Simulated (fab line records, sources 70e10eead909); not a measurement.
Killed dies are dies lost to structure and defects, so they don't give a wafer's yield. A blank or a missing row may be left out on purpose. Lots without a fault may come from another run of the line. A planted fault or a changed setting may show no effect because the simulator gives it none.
A struck lot beside a sound one | flow nand_harc | 14 steps out of a route of 1302
Sound: wafers L644.2, L644.5, L644.6. Struck: wafer L627.3. (L627.5, L627.6 of the same lot were not struck and are left out.) The cause comes at the end.
At each step with rows: each side's tool, then ch and its chambers, then its first start. Under that, the readings that differ: sound wafers | struck wafers | difference of the means | sigmas: that difference in standard deviations of wafers without a fault.
alike: readings whose means differ by less than 2 such deviations, and words and numbers that are the same on both sides. not compared: withheld readings, readings that some wafer has no value for, bounds like >300 that may hide the same value, and numbers for which the record gives no deviation and whose values overlap.
The two part at a step that has a row with sigmas, a row that says differs or no value, or rows on one side only. Numbers that don't overlap but have no deviation are shown without sigmas and don't part them. A reading that every wafer of one side lacks parts them only if that side has two wafers or more.

NHARC_A_SLIT_ETCH_26: etches the open film in C4F8/O2/Ar, time 90 s, target depth 400 nm.
  sound on har_etch-01 ch 0,1, day 27 18:26; struck on har_etch-02 ch 1, day 20 20:55
  reading                         | sound                | struck | difference | sigmas
  showerhead_plenum_p_Torr (Torr) | 3.62 3.43 3.62       | 3.94   | +0.38      | +2
  throttle_valve_pct (%)          | 27.621 27.614 27.643 | 27.603 | -0.023     | -2
  alike: drypump_motor_current_A
  not compared: rf_hours_counter_h
then, 1 step without rows for these wafers: NHARC_A_SLIT_STRIP_28 (strips in O2/COS).
NHARC_A_SLIT_ETCH_29: etches the open film in CF4/O2, target depth 100 nm, overetch 10 nm, time 55 s.
  sound on rie_diel-08 ch 0,2,3, day 27 19:20; struck on rie_diel-08 ch 3, day 20 21:45
  alike: drypump_motor_current_A, oes_product_au, rf_vpp_V, showerhead_plenum_p_Torr, throttle_valve_pct
  not compared: rf_hours_counter_h
NHARC_A_SLIT_STRIP_18: strips in O2.
  sound on rie_diel-08 ch 0,1; struck on rie_diel-08 ch 2
  alike: drypump_motor_current_A, oes_product_au, rf_vpp_V, showerhead_plenum_p_Torr, throttle_valve_pct
  not compared: rf_hours_counter_h
then, 2 steps without rows for these wafers: NHARC_A_SLIT_PRECLEAN_19 (cleans in SC1); NHARC_A_SLIT_SRD_20.
NHARC_A_SLIT_CD_MEAS_21:
  sound on cd_sem-01, day 27 19:52; struck on cd_sem-01, day 20 22:17
  alike: cd_nm
then, 3 steps without rows for these wafers: NHARC_A_SIN_REMOVE_WET_00 (chemistry H3PO4, time 15300 s); NHARC_A_SIN_REMOVE_PRECLEAN_01 (cleans in SC1); NHARC_A_SIN_REMOVE_SRD_02.
NHARC_A_SIN_REMOVE_INSPECT_04:
  sound on defect_inspect-01, day 28 02:31; struck on defect_inspect-02, day 21 04:56
  alike: raw_defect_count
NHARC_A_WL_FILL_ALD_00: deposits Al2O3, target thk 3 nm, pulse time 3 s, ald cycles 30.
  sound on ald_hk-04 ch 2,3, day 28 02:37; struck on ald_hk-03 ch 1, day 21 05:12
  reading    | sound    | struck | difference | sigmas
  ald_cycles | 30 30 30 | 40     | +10        |
  alike: heater_power_w, precursor_pulse_height_rel
  not compared: since_wet_clean_h
NHARC_A_WL_FILL_RTA_01: time 5 s.
  sound on rtp_anneal-01 ch 0, day 28 02:54; struck on rtp_anneal-01 ch 0, day 21 05:32
  alike: lamp_power_pct, wafer_temp_C_max
then, 1 step without rows for these wafers: NHARC_END_SORT_01.

WHERE THEY PART
Only at NHARC_A_SLIT_ETCH_26, within this record. Later steps at which nothing parts them and some readings are alike: NHARC_A_SLIT_ETCH_29, NHARC_A_SLIT_STRIP_18, NHARC_A_SLIT_CD_MEAS_21, NHARC_A_SIN_REMOVE_INSPECT_04, NHARC_A_WL_FILL_ALD_00, NHARC_A_WL_FILL_RTA_01.

WHY: what the simulator had put in
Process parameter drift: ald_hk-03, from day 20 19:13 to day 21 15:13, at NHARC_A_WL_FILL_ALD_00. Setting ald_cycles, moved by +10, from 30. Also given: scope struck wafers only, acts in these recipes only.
